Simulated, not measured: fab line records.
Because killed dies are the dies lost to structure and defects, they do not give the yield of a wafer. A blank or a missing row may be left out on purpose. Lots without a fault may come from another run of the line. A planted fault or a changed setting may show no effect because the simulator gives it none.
Code-filled problem report in 8D (eight disciplines) form :: flow n5-finfet :: the parts of the form that need people (team, actions taken, sign-off) are left out

1. PROBLEM STATEMENT
Mean of killed_at_M4_up at N5_PASSIVATION_PROBE_49: 150 across 6 wafers in 2 lots; on wafers with no fault it is 14 (standard deviation 5.6). Relative to the usual mean, that is a shift of +24 standard deviations.
The first sign was on wafer L642.1 at day 15 11:20, on prober-02. The record holds 6 wafers of 2 lots with a number at this step. By rule, "out" or "out of limits" means more than 4 standard deviations away from the usual mean. All remaining wafers that have a number are taken as sound.

2. WHAT IT IS AND WHAT IT IS NOT
question: which readings at this step
is: killed_at_M4_up, defect-limited-yield, killed-dies, sort_bin_5_function, sort-n-pass, sort-yield-pct
is not: killed-at-contacts, killed-at-front-end, killed-at-other, killed-short, sort_bin_8_speed

question: which lots
is: L641, L642
is not: -

question: which wafers of those lots
is: all that have a number
is not: -

question: read on which tools
is: prober-01, prober-02
is not: -

question: when
is: from day 15 11:20
is not: up to then (0 sound wafers)

3. WHAT RULES OUT EACH SUSPECT
Counting: a tool at a process step up to the reading stays a suspect if it ran every lot that is out and no sound lot after the first of them.
- pvd-sputter-01 at N5_BEOL_M14_SPUTTER_44 (material Ta, target thk 15 nm, time 24.19 s): kept. It ran every lot that is out, first L642 (day 14 12:07), and no sound lot after that.
Remaining after the count: pvd-sputter-01 at N5_BEOL_M14_SPUTTER_44.

4. THE CAUSE (what the simulator had put in)
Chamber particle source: pvd-sputter-01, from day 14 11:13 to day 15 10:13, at N5_BEOL_M14_SPUTTER_44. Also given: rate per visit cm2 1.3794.
The count eliminated every tool but this one.

5. THE CHAIN OF EFFECTS, in route order
Each row: a reading whose mean over the struck wafers that have a number lies more than 3 standard deviations from the usual. Only readings for which the record gives a usual standard deviation are gone through. hours: the time from each lot's start at the first step in this table that gives one to its start at this step, as a median over the lots. sigmas: the change in usual standard deviations.
hours: 0
step: N5_PASSIVATION_PROBE_49
reading: defect-limited-yield
usual: 91.0 %
on struck wafers: 80.8
change: -10.2
sigmas: -7.8

hours: 0
step: N5_PASSIVATION_PROBE_49
reading: killed_at_M4_up
usual: 14
on struck wafers: 150
change: +136
sigmas: +24

hours: 0
step: N5_PASSIVATION_PROBE_49
reading: killed-dies
usual: 107
on struck wafers: 226
change: +119
sigmas: +7.9

hours: 0
step: N5_PASSIVATION_PROBE_49
reading: sort_bin_5_function
usual: 5.3 %
on struck wafers: 11.5
change: +6.2
sigmas: +6.8

hours: 0
step: N5_PASSIVATION_PROBE_49
reading: sort-n-pass
usual: 1073
on struck wafers: 954
change: -119
sigmas: -7.9

hours: 0
step: N5_PASSIVATION_PROBE_49
reading: sort-yield-pct
usual: 91.0 %
on struck wafers: 80.8
change: -10.2
sigmas: -7.8
It contains these process steps:
- N5_PASSIVATION_PROBE_49

6. HOW IT WOULD HAVE BEEN CAUGHT EARLIER
24 hours passed between the start of the fault at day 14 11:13 and the first reading out of limits in this record, taken at day 15 11:20.
Of the tool readings at N5_BEOL_M14_SPUTTER_44 for which the record gives a usual standard deviation, none was out on any struck wafer, so an alarm limit of 4 standard deviations on them would not have fired.
Each of the lots that are out, 2 in all, had begun N5_BEOL_M14_SPUTTER_44 on pvd-sputter-01 no later than day 15 11:20. None of them would have been spared by holding the tool at that moment.
